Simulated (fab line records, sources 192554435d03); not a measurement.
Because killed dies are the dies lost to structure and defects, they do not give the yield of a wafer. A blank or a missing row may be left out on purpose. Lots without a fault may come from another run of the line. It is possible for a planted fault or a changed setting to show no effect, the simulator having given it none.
Split-lot trial -- flow n5_finfet -- 7 lots, 21 wafers read, on a route of 1938 steps

ON THE SPLIT
At N5_BEOL_M0_CUTY_ETCH_63 (etches SOC in N2/H2, target depth 82.7 nm, overetch 16.5 nm, time 124 s), the setting time_s was moved away from the recipe's 124 s on 9 of the 21 wafers read, by -20.5% to -6.4%. The other wafers ran this setting at the recipe's value.

FROM THE SPLIT ON TO THE READING: in between, the file shows 1 step
- N5_BEOL_M0_CUTY_STRIP_64: strips in N2/H2

THE READING
SiO2_of_BEOL_M0_SAQP_SPACER2_ALD_26.thk_nm (the simulator's own value, which no gauge read), in nm, at N5_BEOL_M0_ETCH_138 (etches SiCN in CH3F/O2, target depth 12 nm, time 31.6 s). The file does not state a usual value for it. Here, 12 wafers ran the recipe; their average is 5.2 nm with a standard deviation of 0.11 nm.

wafer,"tool, chamber at the split","time_s as run, s",against the recipe,"SiO2_of_BEOL_M0_SAQP_SPACER2_ALD_26.thk_nm, nm",against lot-mates on the recipe
L076.1,"rie_diel-04, 3",112.7,-9.1%,5.6,+0.6
L076.2,"rie_diel-04, 0",124,recipe,5,-
L076.4,"rie_diel-04, 2",112.7,-9.1%,5.4,+0.4
L083.1,"rie_diel-05, 0",124,recipe,5.2,-
L083.3,"rie_diel-05, 1",116.1,-6.4%,5.4,+0.2
L083.4,"rie_diel-05, 3",116.1,-6.4%,5.4,+0.2
L088.3,"rie_diel-05, 2",98.63,-20.5%,5.8,no lot-mate on the recipe
L088.5,"rie_diel-05, 2",98.63,-20.5%,5.8,no lot-mate on the recipe
L088.6,"rie_diel-05, 1",98.63,-20.5%,5.8,no lot-mate on the recipe
L089.1,"rie_diel-05, 3",124,recipe,5.2,-
L089.2,"rie_diel-05, 0",124,recipe,5.2,-
L089.5,"rie_diel-05, 2",124,recipe,5.2,-
L090.1,"rie_diel-06, 2",124,recipe,5.2,-
L090.3,"rie_diel-06, 0",124,recipe,5.2,-
L090.4,"rie_diel-06, 1",107.8,-13.1%,5.6,+0.4
L093.1,"rie_diel-04, 0",124,recipe,5.2,-
L093.3,"rie_diel-04, 1",124,recipe,5,-
L093.5,"rie_diel-04, 1",124,recipe,5,-
L096.1,"rie_diel-06, 1",124,recipe,5.2,-
L096.2,"rie_diel-06, 2",109.7,-11.5%,5.6,+0.3
L096.3,"rie_diel-06, 0",124,recipe,5.4,-

THE FIT
A straight line over all 21 wafers: SiO2_of_BEOL_M0_SAQP_SPACER2_ALD_26.thk_nm changes by -0.0319 nm for each +1% of time_s; r = -0.93; the points scatter about the line by 0.096 nm.
The same after taking each lot's own level away (the mean of its wafers on the recipe; 18 wafers): -0.0365 nm for each +1%; r = -0.88; scatter 0.095 nm.
Per that fit: largest time_s move, reading shift of 0.75 nm.
The lots' own levels span 5.00 to 5.30 nm, that is 2.7 times the standard deviation above.
So the slope is not independent of the lot-to-lot level: the two fits are not the same.
Check: with one of the wafers moved furthest among these (-13.1%) left out of the fit, the line predicts +0.519 nm for it against its lot-mates. It came out at +0.4 nm against them.

FURTHER SPLITS ON THESE WAFERS
These wafers also went through other splits before the reading. Each is held against what the fit with the lots' levels taken away leaves over:
other split on the same wafers,wafers away from the commonest value,r with SiO2_of_BEOL_M0_SAQP_SPACER2_ALD_26.thk_nm (lot level and that fit taken away)
N5_BEOL_M0_CUTY_EXPOSE_54 dose_mj,9,-0.03

THE WHOLE CHAIN: every reading that the file lists as answering this split, in the file's order
step,what it does,reading,change (the file's fit),r (the file's)
N5_BEOL_M0_CUTY_ETCH_63,"etches SOC in N2/H2, target depth 82.7 nm, overetch 16.5 nm, time 124 s","SiO2_of_BEOL_M0_SAQP_SPACER2_ALD_26.thk_nm (the simulator's own value, which no gauge read)",-0.0345 nm for each +1% of the setting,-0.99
N5_BEOL_M0_ETCH_138,"etches SiCN in CH3F/O2, target depth 12 nm, time 31.6 s","SiO2_of_BEOL_M0_SAQP_SPACER2_ALD_26.thk_nm (the simulator's own value, which no gauge read)",-0.034 nm for each +1% of the setting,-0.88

THE FILE'S OWN FIT
SiO2_of_BEOL_M0_SAQP_SPACER2_ALD_26.thk_nm changes by -0.034 nm for each +1% of time_s, r = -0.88.
